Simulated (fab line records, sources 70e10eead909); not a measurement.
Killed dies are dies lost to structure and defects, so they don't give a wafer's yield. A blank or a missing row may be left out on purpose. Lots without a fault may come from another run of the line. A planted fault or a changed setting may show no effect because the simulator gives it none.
fab line records | flow nand_harc | part 2 of 2: steps 31 to 37 of 37
record lots=5 wafers=15 last_day=25
route steps=1159 shown P_GATE@201 P_CONTACT@217
lots that met no fault: from a run of the same line without faults
start_h: hours from the record's first day to the start of the lot's first wafer shown | wait_h: hours since the lot's step before | " the same as in the row above | L1.1+2: a row that stands for several wafers | - no value, or no start given | * or withheld: withheld | < > ~ a bound
route shown NAME@n: a module of which the file shows steps, and the number in the route of the first | usual: mean/standard deviation of fault-free wafers | same: alike in all rows | chamber/n: place in a boat | sites: the reading at each site | _std_site: their standard deviation | _edge_site: outer sites' mean less inner sites' | radius_mm: how far each site lies from the wafer's centre | mask NAME#n: copy n | behind: the tool/chamber that last shaped the wafer | hold: why the lot was held/for how many hours/how that ended | device: the transistor (n, p or np) that didn't switch | end of line: the same wafers' tests at the end of the route | a step without rows: its recipe alone | killed: dies lost to structure and defects at the first sort, not the wafer's yield | map: a wafer's dies, x killed, . not, _ none there
set.NAME: the setting as run; set.NAME@STEP: as run at that earlier step | model.NAME: the simulator's own value behind a step, which no gauge read
lots at some steps of the route; a table a step, a row a wafer
services: from which hour (start_h, from the record's first day; less than 0 if before it) a tool's chamber was out of use, for how many hours, and why
## steps
# step NHARC_P_CONTACT_CD_MEAS_12
# recipe target_cd_nm=90 landing_energy_ev=500
# usual cd_nm=89.6/1
# columns lot.wafer tool chamber start_h wait_h cd_nm
L085.1 cd_sem-03 0 170.78 - 89.2
L085.4 " 0 " " 89.4
L085.5 " 0 " " 89.0
L087.2 cd_sem-03 0 184.83 - 87.9
L087.3 " 0 " " 90.0
L087.4 " 0 " " 89.3
L089.2 cd_sem-01 0 192.15 - 88.7
L089.5 " 0 " " 88.4
L089.6 " 0 " " 89.2
L094.4 cd_sem-02 0 232.41 - 90.6
L094.5 " 0 " " 89.6
L094.6 " 0 " " 90.1
L097.2 cd_sem-01 0 242.56 - 88.9
L097.3 " 0 " " 89.1
L097.6 " 0 " " 90.5
# step NHARC_P_CONTACT_OVL_MEAS_13
# usual overlay_x_nm=0.1/0.82 overlay_y_nm=-0.1/0.8
# columns lot.wafer tool chamber start_h wait_h overlay_x_nm overlay_y_nm
L085.1 overlay-02 - 170.87 - -0.1 0.4
L085.4 " - " " 0.0 0.8
L085.5 " - " " -0.4 0.6
L087.2 overlay-01 - 184.92 - -0.1 0.2
L087.3 " - " " -0.1 0.1
L087.4 " - " " -0.6 0.1
L089.2 overlay-01 - 192.24 - -0.1 2.2
L089.5 " - " " -0.9 1.5
L089.6 " - " " -0.5 2.3
L094.4 overlay-01 - 232.49 - -1.3 -1.0
L094.5 " - " " -0.6 -1.0
L094.6 " - " " -1.0 -0.3
L097.2 overlay-02 - 242.64 - 0.6 -0.1
L097.3 " - " " 0.7 -1.0
L097.6 " - " " 0.6 -0.6
# step NHARC_P_CONTACT_INSPECT_14
# usual raw_defect_count=3.7/2.2
# columns lot.wafer tool chamber start_h wait_h raw_defect_count
L085.1 defect_inspect-01 - 170.91 0.0 2
L085.4 " - " " 3
L085.5 " - " " 4
L087.2 defect_inspect-01 - 184.95 0.0 3
L087.3 " - " " 9
L087.4 " - " " 4
L089.2 defect_inspect-02 - 192.28 0.0 2
L089.5 " - " " 4
L089.6 " - " " 2
L094.4 defect_inspect-02 - 232.53 0.0 12
L094.5 " - " " 6
L094.6 " - " " 10
L097.2 defect_inspect-01 - 242.68 0.0 4
L097.3 " - " " 1
L097.6 " - " " 4
# step NHARC_P_CONTACT_DESCUM_17
# recipe time_s=3 o2_flow_sccm=200 ar_flow_sccm=0 bias_power_w=0 chemistry=O2
# usual drypump_motor_current_A=5.8/0.32 oes_product_au=0.998/0.017 rf_vpp_V=57.7/0.8 showerhead_plenum_p_Torr=1.89/0.052 throttle_valve_pct=11.310/0.009
# columns lot.wafer tool chamber start_h wait_h drypump_motor_current_A oes_product_au rf_hours_counter_h rf_vpp_V showerhead_plenum_p_Torr throttle_valve_pct
L085.4 rie_diel-09 0 170.98 0.1 5.8 1.009 9 58.1 1.83 11.302
L085.1 " 1 " " 5.6 1.013 9 58.5 1.89 11.297
L085.5 " 3 " " 5.9 0.974 - 58.7 1.89 11.310
L087.2 rie_diel-06 0 185.01 0.1 4.8 1.009 9 57.7 1.97 11.306
L087.3 " 2 " " 5.8 1.029 11 56.4 1.90 11.303
L087.4 " 3 " " 5.9 0.989 10 57.7 1.80 11.310
L089.2 rie_diel-06 1 192.34 0.1 6.0 0.998 12 57.8 1.97 11.316
L089.6 " 1 " " 5.9 0.995 - 57.5 1.97 11.304
L089.5 " 2 " " 5.8 1.029 - 56.8 1.90 11.314
L094.4 rie_diel-06 1 232.59 0.1 5.9 1.007 16 58.1 1.97 11.302
L094.5 " 0 " " 4.8 1.003 - 58.4 1.97 11.313
L094.6 " 1 " " 5.9 1.017 - 57.0 1.97 11.315
L097.3 rie_diel-09 3 242.74 0.1 5.9 0.970 17 58.9 1.89 11.320
L097.2 " 0 " " 5.8 1.002 18 59.0 1.83 11.297
L097.6 " 3 " " 5.9 0.976 - 56.9 1.88 11.312
# step NHARC_P_CONTACT_ETCH_35
# recipe target_depth_a=390 over_etch_frac=0.3 time_s=65 ion_energy_ev=80 cf4_flow_sccm=150 ar_flow_sccm=0 rf_w=300 bias_w=100 chemistry=CF4
# usual drypump_motor_current_A=5.8/0.31 oes_product_au=1.000/0.016 rf_vpp_V=150.9/1.1 showerhead_plenum_p_Torr=1.75/0.044 throttle_valve_pct=13.284/0.009
# columns lot.wafer tool chamber start_h wait_h drypump_motor_current_A oes_product_au rf_hours_counter_h rf_vpp_V showerhead_plenum_p_Torr throttle_valve_pct
L085.1 rie_diel-09 2 171.06 0.1 6.1 1.010 9 149.5 1.74 13.289
L085.4 " 3 " " 5.9 0.980 9 149.9 1.75 13.284
L085.5 " 1 " " 5.5 1.014 - 151.8 1.75 13.264
L087.2 rie_diel-06 0 185.11 0.1 4.8 0.998 10 152.2 1.82 13.296
L087.4 " 1 " " 5.9 1.001 12 152.3 1.82 13.302
L087.3 " 2 " " 5.8 1.030 11 151.5 1.75 13.295
L089.2 rie_diel-06 2 192.43 0.1 5.8 1.033 11 150.9 1.75 13.283
L089.5 " 0 " " 4.8 0.985 - 151.3 1.82 13.288
L089.6 " 1 " " 5.9 0.999 - 152.1 1.82 13.288
L094.4 rie_diel-06 2 232.67 0.1 5.8 1.024 15 151.9 1.75 13.288
L094.5 " 2 " " 5.8 1.024 - 151.7 1.75 13.292
L094.6 " 3 " " 5.8 1.010 - 148.6 1.67 13.280
L097.3 rie_diel-09 0 242.84 0.1 5.8 0.999 18 149.4 1.69 13.287
L097.2 " 1 " " 5.5 1.015 18 150.4 1.75 13.282
L097.6 " 2 " " 6.1 0.992 - 150.8 1.74 13.303
# step NHARC_P_CONTACT_ETCH_36
# recipe target_depth_a=2600 over_etch_frac=0.25 time_s=406.25 ion_energy_ev=200 n2_flow_sccm=150 h2_flow_sccm=150 ar_flow_sccm=0 rf_w=400 bias_w=150 chemistry=N2/H2
# usual drypump_motor_current_A=5.8/0.33 oes_product_au=1.001/0.016 rf_vpp_V=429.7/1.7 showerhead_plenum_p_Torr=2.01/0.057 throttle_valve_pct=14.171/0.0093
# columns lot.wafer tool chamber start_h wait_h drypump_motor_current_A oes_product_au rf_hours_counter_h rf_vpp_V showerhead_plenum_p_Torr throttle_valve_pct
L085.4 rie_diel-09 1 - - 5.6 1.003 9 430.2 2.02 14.179
L085.1 " 3 " " 5.9 0.964 9 429.4 2.01 14.162
L085.5 " 1 " " 5.6 1.016 - 429.6 2.02 14.177
L087.3 rie_diel-06 2 - - 5.8 1.034 11 430.5 2.02 14.169
L087.2 " 0 " " 4.8 0.991 10 432.2 2.10 14.178
L087.4 " 1 " " 5.9 1.003 12 432.0 2.11 14.178
L089.2 rie_diel-06 0 - - 4.8 1.007 10 431.8 2.10 14.187
L089.6 " 1 " " 5.9 1.014 - 433.0 2.11 14.170
L089.5 " 2 " " 5.8 1.034 - 431.4 2.02 14.162
L094.4 rie_diel-06 0 - - 4.8 1.008 13 434.0 2.10 14.165
L094.6 " 2 " " 5.8 1.033 - 430.0 2.02 14.175
L094.5 " 3 " " 5.9 1.019 - 426.5 1.92 14.176
L097.3 rie_diel-09 0 - - 5.8 0.998 18 428.8 1.95 14.166
L097.2 " 2 " " 6.1 0.992 18 430.3 2.00 14.169
L097.6 " 3 " " 5.9 0.970 - 429.2 2.01 14.175
# step NHARC_P_CONTACT_ETCH_18
# recipe target_depth_a=4810 time_s=240.5 c4f8_flow_sccm=20 o2_flow_sccm=10 ar_flow_sccm=withheld rf_w=600 bias_w=1500 chemistry=C4F8/O2/Ar
# usual oes_product_au=0.961/0.023 rf_vpp_V=976/3.6
# columns lot.wafer tool chamber start_h wait_h oes_product_au rf_hours_counter_h rf_vpp_V
L085.4 rie_diel-09 2 - - 0.961 9 976
L085.1 " 0 " " 0.973 9 972
L085.5 " 2 " " 0.957 - 975
L087.2 rie_diel-06 2 - - 1.004 11 978
L087.3 " 3 " " 0.969 11 970
L087.4 " 0 " " 0.961 10 980
L089.2 rie_diel-06 3 - - 0.984 11 970
L089.5 " 2 " " 0.992 - 978
L089.6 " 3 " " 0.976 - 971
L094.4 rie_diel-06 1 - - 0.971 16 981
L094.6 " 2 " " 1.008 - 977
L094.5 " 3 " " 0.986 - 970
L097.2 rie_diel-09 1 - - 0.982 18 976
L097.3 " 3 " " 0.932 18 976
L097.6 " 1 " " 0.981 - 977
## services
# columns tool chamber start_h hours kind
rie_diel-12 2 143.75 1.7 repair
wet_bench-04 - 145.75 1.5 repair
wet_bench-03 - 146.40 8.0 pm
pvd_sputter-03 - 153.96 10.0 pm
cmp-03 - 156.80 4.0 pm
wet_bench-06 - 157.59 8.0 pm
implanter-01 - 159.95 3.1 repair
rie_diel-09 1 162.67 6.9 repair
wet_bench-04 - 163.20 8.0 pm
litho_track-02 - 165.00 7.0 pm
cmp-02 - 171.19 17.3 repair
pvd_sputter-01 - 172.68 3.9 repair
pvd_sputter-01 - 176.60 10.0 pm
pvd_sputter-03 - 179.79 0.5 repair
plasma_asher-02 - 183.00 9.0 pm
litho_track-07 - 189.00 7.0 pm
wet_bench-05 - 196.80 8.0 pm
pvd_sputter-01 - 199.13 3.9 repair
pvd_sputter-02 - 214.00 10.0 pm
pvd_sputter-03 - 216.07 5.1 repair
pecvd-01 - 237.05 13.0 pm
implanter-01 - 238.09 3.2 repair
wet_bench-06 - 238.67 1.0 repair
rie_diel-06 - 241.20 9.0 pm
